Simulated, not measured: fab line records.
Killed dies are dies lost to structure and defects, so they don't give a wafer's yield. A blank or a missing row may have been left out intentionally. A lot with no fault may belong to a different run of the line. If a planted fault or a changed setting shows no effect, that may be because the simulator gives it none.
Struck lot and sound lot, side by side :: flow nand-harc :: 38 steps out of a route of 1302
Sound: the wafers L183.1, L183.3, L183.4. Wafers L181.3, L181.5, L181.6 were the ones struck. The cause comes at the end.
For every step that has rows: the tool of each side, followed by ch and its chambers, followed by its first start. Under that, the readings that differ: sound wafers :: struck wafers :: difference of the means :: sigmas: that difference in standard deviations of wafers without a fault.
alike: readings with means less than 2 such deviations apart, plus words and numbers identical on both sides. not compared: withheld readings, readings lacking a value on some wafer, bounds such as >300 that could conceal the same value, and numbers that have no deviation in the record and whose values overlap.
Wherever a step has rows on one side only, a row that says differs or no value, or a row with sigmas, the two part there. When numbers do not overlap yet have no deviation, they are printed without sigmas and do not part them. A reading missing from all wafers of one side parts the sides only when that side holds two or more wafers.

first, 3 steps without rows for these wafers: NHARC_A_SLIT_ETCH_26 (etches the open film in C4F8/O2/Ar, time 90 s, target depth 400 nm); NHARC_A_SLIT_STRIP_28 (strips in O2/COS); NHARC_A_SLIT_ETCH_29 (etches the open film in CF4/O2, target depth 100 nm, overetch 10 nm, time 55 s).
NHARC_A_SLIT_STRIP_18: strips in O2.
  sound: rie-diel-12 ch 1,3; struck: rie-diel-10 ch 0,2,3
  alike: drypump-motor-current-A, oes-product-au, rf-vpp-V, showerhead-plenum-p-Torr, throttle-valve-pct
  not compared: rf-hours-counter-h
then, 2 steps without rows for these wafers: NHARC_A_SLIT_PRECLEAN_19 (cleans in SC1); NHARC_A_SLIT_SRD_20.
NHARC_A_SLIT_CD_MEAS_21:
  sound on cd-sem-01 at day 29 00:29; struck on cd-sem-03 at day 29 00:32
  alike: cd-nm
then, 3 steps without rows for these wafers: NHARC_A_SIN_REMOVE_WET_00 (chemistry H3PO4, time 15300 s); NHARC_A_SIN_REMOVE_PRECLEAN_01 (cleans in SC1); NHARC_A_SIN_REMOVE_SRD_02.
NHARC_A_SIN_REMOVE_INSPECT_04:
  sound on defect-inspect-02 at day 29 07:07; struck on defect-inspect-01 at day 29 07:07
  alike: raw-defect-count
NHARC_A_WL_FILL_ALD_00: deposits Al2O3, target thk 3 nm, pulse time 3 s, ald cycles 30.
  sound on ald-hk-03 ch 0,2,3, day 29 07:12; struck on ald-hk-03 ch 0,1, day 29 07:20
  no value came back on the struck wafers for any of 5 readings (ald-cycles, heater-power-outer-w (W) and others); on the sound wafers ald-cycles reads 30 30 30
then, 1 step without rows for these wafers: NHARC_A_WL_FILL_RTA_01 (time 5 s).
NHARC_A_WL_FILL_ALD_02: deposits TiN, target thk 2 nm, pulse time 3 s, ald cycles 100.
  sound on ald-metal-02 ch 1,2,3, day 29 07:39; struck on ald-metal-01 ch 0,1,3, day 29 07:55
  alike: heater-power-outer-w, heater-power-w, precursor-pulse-height-rel, susceptor-temp-C
then, 1 step without rows for these wafers: NHARC_A_WL_FILL_CVD_03 (deposits W, target thk 40 nm, time 279 s).
NHARC_A_WL_FILL_ETCHBACK_04: etches the open film in NF3, target depth 60 nm, time 120 s.
  sound on rie-metal-02 ch 0,1, day 29 08:29; struck on rie-metal-01 ch 0,1, day 29 08:41
  alike: drypump-motor-current-A, he-backside-leak-sccm, oes-product-au
  not compared: rf-hours-counter-h
then, 16 steps without rows for these wafers: NHARC_A_WL_FILL_ETCHBACK_05 (etches the open film in Cl2/BCl3, target depth 22 nm, time 60 s); NHARC_A_WL_FILL_STRIP_27 (strips in N2/H2, time 20 s); NHARC_A_WL_FILL_STRIP_28 (strips in post etch residue remover, time 1200 s); NHARC_A_WL_FILL_PRECLEAN_06 (cleans in DIW, time 300 s); NHARC_A_WL_FILL_SRD_07; NHARC_A_WL_FILL_ANNEAL_08 (time 1800 s); NHARC_A_WL_FILL_ALD_10 (deposits SiO2, target thk 50 nm, pulse time 10 s, ald cycles 500); NHARC_A_WL_FILL_ETCHBACK_16 (etches the open film in C4F8/O2/Ar, target depth 120 nm, time 24 s); NHARC_A_WL_FILL_STRIP_29 (strips in O2, time 20 s); NHARC_A_WL_FILL_ETCHBACK_17 (etches the open film in Cl2/BCl3, target depth 4 nm, time 26.7 s); NHARC_A_WL_FILL_PRECLEAN_18 (cleans in dHF, time 30 s); NHARC_A_WL_FILL_SRD_21; NHARC_A_WL_FILL_CVD_23 (deposits poly-Si, target thk 40 nm, time 800 s); NHARC_A_WL_FILL_ETCHBACK_26 (etches the open film in HBr, target depth 52 nm, time 13.3 s); NHARC_A_WL_FILL_PRECLEAN_30 (cleans in dHF, time 10 s); NHARC_A_WL_FILL_SRD_14.
NHARC_A_WL_FILL_ALD_19: deposits TiN, target thk 2 nm, pulse time 3 s, ald cycles 100.
  sound on ald-metal-02 ch 0,1,3, day 30 00:27; struck on ald-metal-03 ch 0,1, day 30 00:28
  alike: heater-power-outer-w, heater-power-w, precursor-pulse-height-rel, susceptor-temp-C
then, 1 step without rows for these wafers: NHARC_A_WL_FILL_CVD_20 (deposits W, target thk 100 nm, time 74 s).
NHARC_A_WL_FILL_CMP_12: polishes, t overpolish 30 s, target thk 100 nm.
  sound on cmp-01 ch 0,1,2, day 30 00:52; struck on cmp-04 ch 2,3, day 30 00:55
  alike: motor-current-A, overpolish-run-s, time-to-endpoint-s
after that, 1 step had no rows for these wafers: NHARC_A_WL_FILL_SRD_31.
-- jump in the record: it breaks off in module A_WL_FILL and resumes in module END (first step shown: number 1301 of the route), and 4 days separate the struck wafers' starts before and after --
NHARC_END_WLT_00:
  sound on prober-02 at day 33 04:52; struck on prober-01 at day 33 16:13
reading: VT_DECK1_BOTTOM
sound: 0.871 0.878 0.870
struck: 5.998 5.998 6.055
difference: +5.144
sigmas: +99 or more

reading: VT_DECK1_BOTTOM_INNER
sound: 0.876 0.878 0.876
struck: 6.004 6.046 5.994
difference: +5.138
sigmas: +99 or more

reading: VT_DECK1_MEDIAN_NEAR_BOTTOM
sound: 0.881 0.866 0.878
struck: 5.997 6.014 5.983
difference: +5.123
sigmas: +99 or more

reading: VT_DECK1_MEDIAN_NEAR_BOTTOM_INNER
sound: 0.870 0.872 0.878
struck: 6.010 5.936 5.967
difference: +5.098
sigmas: +99 or more

reading: VT_DECK1_MIDDLE
sound: 0.895 0.894 0.891
struck: 6.021 5.979 5.986
difference: +5.102
sigmas: +99 or more

reading: VT_DECK1_MIDDLE_INNER
sound: 0.891 0.882 0.885
struck: 6.080 6.032 6.012
difference: +5.155
sigmas: +99 or more

reading: VT_DECK1_TOP
sound: 0.902 0.897 0.903
struck: 6.022 6.032 6.050
difference: +5.134
sigmas: +99 or more

reading: VT_DECK1_TOP_INNER
sound: 0.899 0.897 0.901
struck: 5.951 6.032 5.986
difference: +5.091
sigmas: +99 or more

reading: VT_DECK2_BOTTOM
sound: 0.865 0.871 0.863
struck: 6.002 6.058 5.960
difference: +5.140
sigmas: +99 or more

reading: VT_DECK2_BOTTOM_INNER
sound: 0.876 0.870 0.864
struck: 6.003 5.970 6.036
difference: +5.133
sigmas: +99 or more

reading: VT_DECK2_MEDIAN_NEAR_BOTTOM
sound: 0.869 0.877 0.871
struck: 5.983 5.993 6.032
difference: +5.130
sigmas: +99 or more

reading: VT_DECK2_MEDIAN_NEAR_BOTTOM_INNER
sound: 0.872 0.870 0.868
struck: 6.012 5.978 5.978
difference: +5.119
sigmas: +99 or more

reading: VT_DECK2_MIDDLE
sound: 0.886 0.880 0.880
struck: 5.962 6.012 6.087
difference: +5.138
sigmas: +99 or more

reading: VT_DECK2_MIDDLE_INNER
sound: 0.884 0.881 0.885
struck: 6.093 6.017 6.013
difference: +5.158
sigmas: +99 or more

reading: VT_DECK2_TOP
sound: 0.894 0.899 0.894
struck: 6.001 6.054 6.032
difference: +5.133
sigmas: +99 or more

reading: VT_DECK2_TOP_INNER
sound: 0.891 0.896 0.894
struck: 6.014 6.008 5.969
difference: +5.103
sigmas: +99 or more
  not compared: hold
NHARC_END_SORT_01:
  the record has rows for the sound wafers here (prober-02 ch 0, day 33 07:53) and none for the struck ones

## WHERE THEY PART
Last at NHARC_END_SORT_01 as far as this record goes, first at NHARC_A_WL_FILL_ALD_00.

WHY: whatever the simulator had introduced
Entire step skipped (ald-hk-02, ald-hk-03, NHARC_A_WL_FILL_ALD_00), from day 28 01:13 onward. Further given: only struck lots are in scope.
